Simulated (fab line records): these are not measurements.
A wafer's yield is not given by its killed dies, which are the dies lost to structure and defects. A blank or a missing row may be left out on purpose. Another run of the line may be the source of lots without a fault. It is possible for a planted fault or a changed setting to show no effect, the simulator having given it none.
Matching of chambers	flow n5 finfet	N5_BEOL_M8_ILD_DEP_00 on pecvd-01 has 3 sister chambers
The step deposits SiCOH lowk from DEMS/porogen, target thk 179.75 nm, time 33.4 s. 6 wafers are shown with their chamber, then 7 later ones without.

## EACH WAFER AND ITS CHAMBER
wafer	chamber	showerhead vpp V (V)	throttle valve pct (%)
L088.3	2	1381	13.9
L089.2	1	1358	13.1
L089.4	0	1338	14.0
L089.5	2	1423	14.0
L090.1	1	1353	13.3
L090.3	0	1331	14.0

## WAFERS WITH NO CHAMBER GIVEN
wafer	showerhead vpp V (V)	throttle valve pct (%)
L090.5	1349	13.8
L091.3	1316	14.2
L091.5	1416	14.1
L091.6	1330	13.9
L095.1	1403	14.3
L095.3	1305	13.9
L095.6	1393	14.2

## THE CHAMBER EACH PASSED THROUGH
wafer	from the rows above	in truth
L090.5	can't be placed: 0 or 2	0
L091.3	0	0
L091.5	2	2
L091.6	0	0
L095.1	can't be placed: 2 or 0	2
L095.3	0	0
L095.6	can't be placed: 2 or 0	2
Placed correctly: 4 of 7. Can't be placed from these rows: 3 (the true chamber is among the candidates in 3). 0 placed wrongly.
How it was worked out, from the rows above alone: a wafer's distance from a chamber is the root of the sum, over the readings, of the square of ((its reading less the chamber's mean) divided by the reading's scatter). The wafer belongs to the nearest chamber; if the next one is less than 2 further off, it can't be placed. Each chamber's mean is taken over the wafers shown for it. The scatter: the root of (the sum of the squares of (reading less its chamber's mean) over the shown wafers, divided by (wafers less chambers)).
